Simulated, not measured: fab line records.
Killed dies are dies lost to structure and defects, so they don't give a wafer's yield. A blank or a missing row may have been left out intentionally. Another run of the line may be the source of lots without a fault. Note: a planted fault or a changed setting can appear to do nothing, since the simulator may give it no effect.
Chamber matching + flow n5Finfet + cmp-01 running N5_HKMG_FIN_CMP_94: 4 sister chambers
The step polishes, stops on SiNx, t overpolish 4.7 s, target thk 43.299 nm. 8 wafers are shown with their chamber, then 11 later ones without.

WAFERS WITH THEIR CHAMBER
| wafer  | chamber | motorCurrentA (A) |
|--------|---------|-------------------|
| L079.3 | 1       | 10.6              |
| L087.2 | 3       | 11.5              |
| L088.5 | 2       | 11.0              |
| L088.6 | 1       | 11.1              |
| L090.1 | 2       | 11.3              |
| L090.2 | 0       | 11.9              |
| L090.6 | 3       | 11.4              |
| L092.1 | 0       | 12.7              |

WAFERS MISSING THEIR CHAMBER
| wafer  | motorCurrentA (A) |
|--------|-------------------|
| L092.2 | 10.6              |
| L092.4 | 11.2              |
| L093.1 | 10.8              |
| L093.3 | 11.3              |
| L093.4 | 10.9              |
| L095.2 | 12.4              |
| L095.4 | 10.5              |
| L095.5 | 10.0              |
| L096.1 | 13.0              |
| L096.4 | 12.2              |
| L096.5 | 11.6              |

EACH ONE'S CHAMBER
| wafer  | from the rows above               | in truth |
|--------|-----------------------------------|----------|
| L092.2 | can't be placed: 1 or 2 or 3      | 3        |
| L092.4 | can't be placed: 2 or 3 or 1      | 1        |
| L093.1 | can't be placed: 1 or 2 or 3      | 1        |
| L093.3 | can't be placed: 3 or 2 or 1      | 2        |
| L093.4 | can't be placed: 1 or 2 or 3      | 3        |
| L095.2 | 0                                 | 0        |
| L095.4 | can't be placed: 1 or 2 or 3      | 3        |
| L095.5 | can't be placed: 1 or 2 or 3      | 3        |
| L096.1 | 0                                 | 0        |
| L096.4 | can't be placed: 0 or 3           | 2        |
| L096.5 | can't be placed: 3 or 2 or 0 or 1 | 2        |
Correctly placed: 2 of 11. Can't be placed from these rows: 9 (the true chamber is among the candidates in 8). Wrongly placed: 0.
How it was worked out, from the rows above alone: a wafer's distance from a chamber is the root of the sum, over the readings, of the square of ((its reading less the chamber's mean) divided by the reading's scatter). The wafer belongs to the nearest chamber; if the next one is less than 2 further off, it can't be placed. For every chamber, the mean is computed from those of its wafers that are shown. The scatter: take each reading less its chamber's mean, square it, sum over the shown wafers, divide by the number of wafers less the number of chambers, and take the root.
